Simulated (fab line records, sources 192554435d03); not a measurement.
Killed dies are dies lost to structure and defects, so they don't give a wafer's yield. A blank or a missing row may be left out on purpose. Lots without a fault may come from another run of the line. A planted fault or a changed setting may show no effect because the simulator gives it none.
Chamber matching | flow n5_finfet | N5_HKMG_FIN_ALD_91 on ald_metal-02: 4 sister chambers
The step deposits TiN, target thk 1 nm, pulse time 1 s, purge time 3 s. 24 wafers are shown with their chamber, then 12 later ones without.

WAFERS WITH THEIR CHAMBER
wafer  | chamber | heater_power_w (W) | precursor_pulse_height_rel
L074.2 | 3       | 880                | 0.989
L074.3 | 2       | 818                | 1.027
L074.4 | 1       | 904                | 1.023
L075.3 | 3       | 892                | 0.977
L075.4 | 1       | 902                | 1.002
L075.5 | 3       | 902                | 1.001
L078.3 | 1       | 899                | 0.946
L078.5 | 1       | 908                | 1.007
L078.6 | 0       | 774                | 1.011
L083.1 | 1       | 891                | 0.976
L083.2 | 0       | 783                | 1.001
L083.6 | 3       | 871                | 0.966
L091.1 | 2       | 809                | 1.010
L091.2 | 3       | 880                | 0.977
L091.3 | 1       | 876                | 0.987
L091.4 | 0       | 775                | 1.024
L091.5 | 3       | 867                | 1.002
L091.6 | 2       | 812                | 0.998
L094.1 | 0       | 775                | 1.026
L094.2 | 1       | 866                | 1.014
L094.3 | 2       | 840                | 1.006
L094.4 | 3       | 895                | 0.992
L094.5 | 1       | 884                | 0.970
L094.6 | 0       | 768                | 0.983

SIGNATURES (means of the wafers above)
reading                    | chamber 0 | chamber 1 | chamber 2 | chamber 3 | scatter within a chamber
heater_power_w             | 775.00    | 891.25    | 819.75    | 883.86    | 12.7
precursor_pulse_height_rel | 1.00900   | 0.99062   | 1.01025   | 0.98629   | 0.0193
Rule: a wafer's distance from a chamber is the root of the sum, over the readings, of the square of ((its reading less the chamber's mean) divided by the reading's scatter). The wafer belongs to the nearest chamber; if the next one is less than 2 further off, it can't be placed. The scatter: the root of (the sum of the squares of (reading less its chamber's mean) over the shown wafers, divided by (wafers less chambers)).

WAFERS WITHOUT THEIR CHAMBER
wafer  | heater_power_w (W) | precursor_pulse_height_rel
L095.1 | 767                | 1.038
L095.2 | 812                | 1.012
L095.3 | 879                | 0.984
L095.4 | 899                | 0.998
L095.5 | 892                | 0.992
L095.6 | 819                | 1.025
L096.1 | 787                | 0.983
L096.2 | 820                | 1.008
L096.3 | 919                | 0.963
L096.4 | 875                | 0.993
L096.5 | 886                | 0.996
L096.6 | 841                | 1.007

WHICH CHAMBER EACH WENT THROUGH
wafer  | from the rows above     | in truth
L095.1 | 0                       | 0
L095.2 | 2                       | 2
L095.3 | can't be placed: 3 or 1 | 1
L095.4 | can't be placed: 1 or 3 | 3
L095.5 | can't be placed: 1 or 3 | 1
L095.6 | 2                       | 2
L096.1 | can't be placed: 0 or 2 | 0
L096.2 | 2                       | 2
L096.3 | can't be placed: 1 or 3 | 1
L096.4 | can't be placed: 3 or 1 | 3
L096.5 | can't be placed: 1 or 3 | 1
L096.6 | can't be placed: 2 or 3 | 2
Placed correctly: 4 of 12. Can't be placed from these rows: 8 (the true chamber is among the candidates in 8). Placed wrongly: 0.
